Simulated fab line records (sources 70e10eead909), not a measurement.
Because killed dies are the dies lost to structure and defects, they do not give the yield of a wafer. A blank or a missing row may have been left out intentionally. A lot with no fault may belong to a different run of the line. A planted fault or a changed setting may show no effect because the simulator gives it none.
What tool caused it? || flow nand harc || 6 lots with 18 wafers sampled at 5 steps, on a route of 1159 steps

## WHAT EACH GAUGE READ, for each wafer
NHARC_END_SORT_01.
{"lot": "L215", "measured": "day 19 19:08", "on": "prober-01", "killed dies": "551 536 557"}
{"lot": "L221", "measured": "day 21 18:38", "on": "prober-02", "killed dies": "33 27 25"}
{"lot": "L224", "measured": "day 22 10:40", "on": "prober-01", "killed dies": "23 22 21"}
{"lot": "L227", "measured": "day 24 00:28", "on": "prober-01", "killed dies": "30 41 38"}
{"lot": "L231", "measured": "day 24 00:30", "on": "prober-02", "killed dies": "30 27 30"}
{"lot": "L233", "measured": "day 24 17:45", "on": "prober-01", "killed dies": "25 24 20"}

## EACH LOT AND THE TOOL THAT RAN IT (in order: tool; ch and the chambers of the sampled wafers; start)
{"lot": "L215", "NHARC_A_STAIRCASE_HM_DEP_462": "acl dep-01 ch 0, day 12 13:18", "NHARC_A_STAIRCASE_STRIP_316": "rie diel-05 ch 0,2,3, day 12 20:04 or earlier", "NHARC_A_STAIRCASE_STRIP_476": "rie diel-02 ch 1,2,3, day 12 20:04", "NHARC_A_STAIRCASE_CVD_552": "lpcvd-01 ch 1, day 13 04:36"}
{"lot": "L221", "NHARC_A_STAIRCASE_HM_DEP_462": "acl dep-03 ch 0, day 14 01:56", "NHARC_A_STAIRCASE_STRIP_316": "rie diel-05 ch 1,2,3, day 14 08:28 or earlier", "NHARC_A_STAIRCASE_STRIP_476": "rie diel-02 ch 0,1,3, day 14 08:28", "NHARC_A_STAIRCASE_CVD_552": "lpcvd-02 ch 1, day 14 21:34"}
{"lot": "L224", "NHARC_A_STAIRCASE_HM_DEP_462": "acl dep-03 ch 0, day 15 04:13", "NHARC_A_STAIRCASE_STRIP_316": "rie diel-13 ch 0,1,3, day 15 12:42 or earlier", "NHARC_A_STAIRCASE_STRIP_476": "rie diel-02 ch 0,1,2, day 15 12:42", "NHARC_A_STAIRCASE_CVD_552": "lpcvd-01 ch 1, day 15 18:08"}
{"lot": "L227", "NHARC_A_STAIRCASE_HM_DEP_462": "acl dep-01 ch 0, day 16 08:22", "NHARC_A_STAIRCASE_STRIP_316": "rie diel-13 ch 0,1,3, day 16 15:02 or earlier", "NHARC_A_STAIRCASE_STRIP_476": "rie diel-02 ch 0,3, day 16 15:02", "NHARC_A_STAIRCASE_CVD_552": "lpcvd-02 ch 0, day 16 23:35"}
{"lot": "L231", "NHARC_A_STAIRCASE_HM_DEP_462": "acl dep-03 ch 0, day 16 12:31", "NHARC_A_STAIRCASE_STRIP_316": "rie diel-05 ch 0,2,3, day 16 19:06 or earlier", "NHARC_A_STAIRCASE_STRIP_476": "rie diel-02 ch 0,3, day 16 19:06", "NHARC_A_STAIRCASE_CVD_552": "lpcvd-01 ch 1, day 17 04:01"}
{"lot": "L233", "NHARC_A_STAIRCASE_HM_DEP_462": "acl dep-01 ch 0, day 16 20:51", "NHARC_A_STAIRCASE_STRIP_316": "rie diel-13 ch 0,1,3, day 17 03:29 or earlier", "NHARC_A_STAIRCASE_STRIP_476": "rie diel-02 ch 1,2,3, day 17 03:29", "NHARC_A_STAIRCASE_CVD_552": "lpcvd-02 ch 1, day 17 13:02"}
- NHARC_A_STAIRCASE_HM_DEP_462: deposits aC, target thk 800 nm.
- NHARC_A_STAIRCASE_STRIP_316: strips in O2.
- NHARC_A_STAIRCASE_STRIP_476: strips in O2, time 20 s.
- NHARC_A_STAIRCASE_CVD_552: deposits SiNx, target thk 40 nm.

## THE ANSWER, worked out from the rows above alone
Rule: the lots themselves supply what counts as usual. Put in order of their means at a reading, lots are off if they are a third of the lots or fewer, leave a main group of 4 or more, and stand apart from it by a gap of 3 or more times the standard deviation of the main group's means; of several such gaps the widest counts. Not used: any main group whose means are identical at the precision the tables above print for the reading. A lot without any number at a reading at which 4 lots or more have one is off too. The other lots that the step has rows for count as sound.
Off, at NHARC_END_SORT_01 on killed dies: L215. The main group has a mean of 28 with a standard deviation of 5.1.
A tool fits if, at a process step before that reading, it ran every lot that is off, and no sound lot after the first of them. Those tools and the gauges at NHARC_END_SORT_01 are tried in the same way. NHARC_A_STAIRCASE_STRIP_316 gives no start for some lots, so the hours and the order of its lots are those of NHARC_A_STAIRCASE_STRIP_476. Of those tried, none fits.

## WHAT THE SIMULATOR HAD PUT IN
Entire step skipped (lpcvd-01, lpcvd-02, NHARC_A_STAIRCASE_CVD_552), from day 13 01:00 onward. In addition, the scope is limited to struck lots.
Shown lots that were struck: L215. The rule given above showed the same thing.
